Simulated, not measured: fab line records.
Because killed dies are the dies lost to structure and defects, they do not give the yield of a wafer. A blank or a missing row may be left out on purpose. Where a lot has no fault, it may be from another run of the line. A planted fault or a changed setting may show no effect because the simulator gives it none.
Which tool was responsible? | flow nand harc | Sampling: 12 lots, 36 wafers, 6 of 1302 route steps

== WHAT THE GAUGES SHOWED, per wafer ==
NHARC_P_STI_INSPECT_11. Usual: raw defect count reads 6 (standard deviation 3.1).
lot  | measured     | on                | raw defect count | flag
L330 | day 2 20:26  | defect inspect-02 | 5 0 7            |
L331 | day 3 04:55  | defect inspect-01 | 7 9 4            |
L332 | day 3 15:05  | defect inspect-02 | 6 8 8            |
L333 | day 4 03:14  | defect inspect-02 | 1 1 7            |
L334 | day 4 11:38  | defect inspect-02 | 6 8 4            |
L340 | day 7 00:07  | defect inspect-02 | 8 6 10           |
L341 | day 7 11:58  | defect inspect-02 | 8 3 5            |
L343 | day 8 06:17  | defect inspect-01 | 7 18 6           |
L349 | day 10 21:50 | defect inspect-01 | 7 7 9            |
L350 | day 11 06:51 | defect inspect-02 | 4 2 6            |
L352 | day 11 22:14 | defect inspect-01 | 6 7 9            |
L353 | day 12 09:32 | defect inspect-02 | 7 6 7            |

NHARC_P_GATE_CD_MEAS_26 targets a cd of 120 nm. Usual: cd nm reads 119.6 nm (standard deviation 0.63).
lot  | measured     | on        | cd nm (nm)        | flag
L330 | day 4 23:48  | cd sem-02 | 119.9 119.6 119.4 |
L331 | day 5 13:02  | cd sem-03 | 120.2 120.4 120.0 |
L332 | day 5 16:01  | cd sem-02 | 119.9 119.9 119.7 |
L333 | day 6 08:20  | cd sem-02 | 119.3 118.9 118.6 |
L334 | day 6 14:26  | cd sem-03 | 118.6 118.2 118.9 |
L340 | day 9 02:44  | cd sem-01 | 120.4 120.1 120.3 |
L341 | day 9 16:09  | cd sem-02 | 202.2 202.3 202.6 | OFF
L343 | day 10 11:44 | cd sem-02 | 202.5 201.9 202.4 | OFF
L349 | day 13 04:59 | cd sem-01 | 119.4 119.3 119.9 |
L350 | day 13 15:30 | cd sem-02 | 120.1 120.1 119.7 |
L352 | day 14 06:43 | cd sem-01 | 119.3 119.0 118.5 |
L353 | day 14 14:20 | cd sem-03 | 119.9 119.4 119.5 |

NHARC_END_SORT_01. Usual: killed at array 52, standard deviation 18; killed at other 1.2, standard deviation 1.5; killed at periphery 4, standard deviation 3.2; killed dies 57, standard deviation 17; killed open 3.1, standard deviation 1.9; killed short 2.5, standard deviation 1.7.
lot  | measured     | on        | killed at array | killed at other | killed at periphery | killed dies | killed open | killed short | flag
L341 | day 29 00:37 | prober-01 | 40 36 31        | 0 0 0           | 637 641 646         | 677 677 677 | 0 3 4       | 2 5 4        | OFF
L343 | day 29 13:30 | prober-01 | 29 19 21        | 0 0 1           | 648 658 655         | 677 677 677 | 2 4 2       | 3 3 2        | OFF

== WHAT TOOL EACH LOT RAN ON (gives the tool, then ch and the chambers of the sampled wafers, and finally the start) ==
lot  | NHARC_P_GATE_PEB_24               | NHARC_P_GATE_ETCH_104              | NHARC_P_GATE_ETCH_32
L330 | litho track-01 ch 0, day 4 23:43  | rie diel-02 ch 0,3, day 5 00:04    | rie si-01 ch 0,2,3, day 5 00:28
L331 | litho track-01 ch 0, day 5 12:57  | rie diel-02 ch 1,2,3, day 5 13:19  | rie si-02 ch 0,1,2, day 5 13:41
L332 | litho track-04 ch 0, day 5 15:56  | rie diel-07 ch 1,2,3, day 5 16:17  | rie si-03 ch 0,3, day 5 16:39
L333 | litho track-06 ch 0, day 6 08:16  | rie diel-07 ch 1,3, day 6 08:37    | rie si-01 ch 0,3, day 6 08:59
L334 | litho track-06 ch 0, day 6 14:22  | rie diel-01 ch 0,2, day 6 14:43    | rie si-03 ch 0,1,3, day 6 15:06
L340 | litho track-01 ch 0, day 9 02:40  | rie diel-01 ch 1,2, day 9 03:02    | rie si-02 ch 0,3, day 9 03:28
L341 | litho track-01 ch 0, day 9 16:05  | rie diel-02 ch 0,2, day 9 16:26    | rie si-01 ch 0,2,3, day 9 16:49
L343 | litho track-01 ch 0, day 10 11:40 | rie diel-02 ch 1,2,3, day 10 12:01 | rie si-01 ch 0,1,3, day 10 12:25
L349 | litho track-06 ch 0, day 13 04:54 | rie diel-02 ch 1,2,3, day 13 05:16 | rie si-01 ch 2,3, day 13 05:37
L350 | litho track-04 ch 0, day 13 15:25 | rie diel-07 ch 0,2, day 13 15:46   | rie si-01 ch 0,2,3, day 13 16:10
L352 | litho track-04 ch 0, day 14 06:38 | rie diel-07 ch 0,2,3, day 14 06:59 | rie si-01 ch 1,2, day 14 07:21
L353 | litho track-01 ch 0, day 14 14:14 | rie diel-01 ch 2,3, day 14 14:35   | rie si-02 ch 0,2,3, day 14 15:01
- NHARC_P_GATE_PEB_24: peb time 65 s.
- NHARC_P_GATE_ETCH_104: etches the open film in CF4/CHF3, target depth 60 nm.
- NHARC_P_GATE_ETCH_32: etches the open film in HBr/Cl2, target depth 150 nm, time 100.1 s.

== WHAT THE TOOLS THEMSELVES READ (means of the sampled wafers that have a number; where no wafer has one, the mark that the record gives instead) ==
NHARC_P_GATE_PEB_24. Usual: heater power total W 156.6 W, standard deviation 0.42; plate temp C 100.00 C, standard deviation 0.12.
lot  | tool           | heater power total W (W) | plate temp C (C) | flag
L330 | litho track-01 | 157.1                    | 100.01           |
L331 | litho track-01 | 156.6                    | 99.98            |
L332 | litho track-04 | 156.6                    | 99.91            |
L333 | litho track-06 | 156.5                    | 99.98            |
L334 | litho track-06 | 156.8                    | 100.06           |
L340 | litho track-01 | 156.9                    | 99.84            |
L341 | litho track-01 | 125.5                    | 85.32            | OFF
L343 | litho track-01 | 125.4                    | 85.25            | OFF
L349 | litho track-06 | 156.9                    | 100.00           |
L350 | litho track-04 | 156.9                    | 100.10           |
L352 | litho track-04 | 156.4                    | 100.08           |
L353 | litho track-01 | 156.8                    | 99.91            |

NHARC_P_GATE_ETCH_104. Usual: drypump motor current A 5.7 A, standard deviation 0.38; oes product au 0.954 a.u., standard deviation 0.023; rf vpp V 369.9 V, standard deviation 2.1; showerhead plenum p Torr 1.55 Torr, standard deviation 0.058; throttle valve pct 16.802 %, standard deviation 0.0089.
lot  | tool        | drypump motor current A (A) | oes product au (a.u.) | rf vpp V (V) | showerhead plenum p Torr (Torr) | throttle valve pct (%) | flag
L330 | rie diel-02 | 5.7                         | 0.913                 | 369.0        | 1.52                            | 16.796                 |
L331 | rie diel-02 | 6.0                         | 0.971                 | 367.7        | 1.50                            | 16.805                 |
L332 | rie diel-07 | 6.0                         | 0.968                 | 369.9        | 1.55                            | 16.798                 |
L333 | rie diel-07 | 5.9                         | 0.966                 | 367.7        | 1.52                            | 16.805                 |
L334 | rie diel-01 | 5.8                         | 0.929                 | 370.9        | 1.58                            | 16.798                 |
L340 | rie diel-01 | 5.3                         | 0.973                 | 370.1        | 1.56                            | 16.808                 |
L341 | rie diel-02 | 5.8                         | 0.917                 | 368.6        | 1.51                            | 16.801                 |
L343 | rie diel-02 | 5.9                         | 0.977                 | 368.1        | 1.50                            | 16.800                 |
L349 | rie diel-02 | 6.0                         | 0.966                 | 368.0        | 1.50                            | 16.796                 |
L350 | rie diel-07 | 5.7                         | 0.970                 | 372.2        | 1.64                            | 16.804                 |
L352 | rie diel-07 | 5.8                         | 0.965                 | 371.5        | 1.60                            | 16.804                 |
L353 | rie diel-01 | 5.4                         | 0.962                 | 370.2        | 1.56                            | 16.815                 |

NHARC_P_GATE_ETCH_32. Usual: drypump motor current A 5.8 A, standard deviation 0.46; he backside leak sccm 2.73 sccm, standard deviation 0.26; oes product au 0.996 a.u., standard deviation 0.011; throttle valve pct 26.405 %, standard deviation 0.0088.
lot  | tool      | drypump motor current A (A) | he backside leak sccm (sccm) | oes product au (a.u.) | throttle valve pct (%) | flag
L330 | rie si-01 | 6.0                         | 2.65                         | 0.992                 | 26.406                 |
L331 | rie si-02 | 5.8                         | 2.77                         | 0.992                 | 26.405                 |
L332 | rie si-03 | 5.7                         | 2.46                         | 0.992                 | 26.408                 |
L333 | rie si-01 | 5.9                         | 2.65                         | 0.986                 | 26.413                 |
L334 | rie si-03 | 6.0                         | 2.41                         | 0.998                 | 26.400                 |
L340 | rie si-02 | 5.5                         | 2.58                         | 0.993                 | 26.404                 |
L341 | rie si-01 | 5.9                         | 2.59                         | 0.991                 | 26.408                 |
L343 | rie si-01 | 5.9                         | 2.77                         | 0.990                 | 26.417                 |
L349 | rie si-01 | 6.1                         | 2.72                         | 1.004                 | 26.404                 |
L350 | rie si-01 | 6.0                         | 2.70                         | 0.997                 | 26.392                 |
L352 | rie si-01 | 6.0                         | 3.00                         | 0.980                 | 26.399                 |
L353 | rie si-02 | 5.8                         | 2.67                         | 1.008                 | 26.403                 |

== THE ANSWER, worked out from the rows above alone ==
Rule: take the mean of a lot's wafers that have a number; if it is more than 3 standard deviations from the usual mean, the lot is off. A lot without any number at a reading at which 4 lots or more have one is off too. Any other lot the step has rows for is counted as sound. The gauges are gone through in route order, then the tools' own readings, and for those a lot's mean is taken as printed above. The first step at which some lot is off is used, and at that step the reading that is off furthest; a lot without a number counts as furthest.
Off, at NHARC_P_GATE_CD_MEAS_26 on cd nm: L341, L343.
If a tool, at a process step before that reading, ran all the lots that are off and no sound lot after the first of them, it fits. Not tried: the gauges at NHARC_P_GATE_CD_MEAS_26; whatever is off there is also off at NHARC_END_SORT_01, on other tools, and gauge error can't account for it. None of those tried fits.

== WHAT THE SIMULATOR HAD INSERTED ==
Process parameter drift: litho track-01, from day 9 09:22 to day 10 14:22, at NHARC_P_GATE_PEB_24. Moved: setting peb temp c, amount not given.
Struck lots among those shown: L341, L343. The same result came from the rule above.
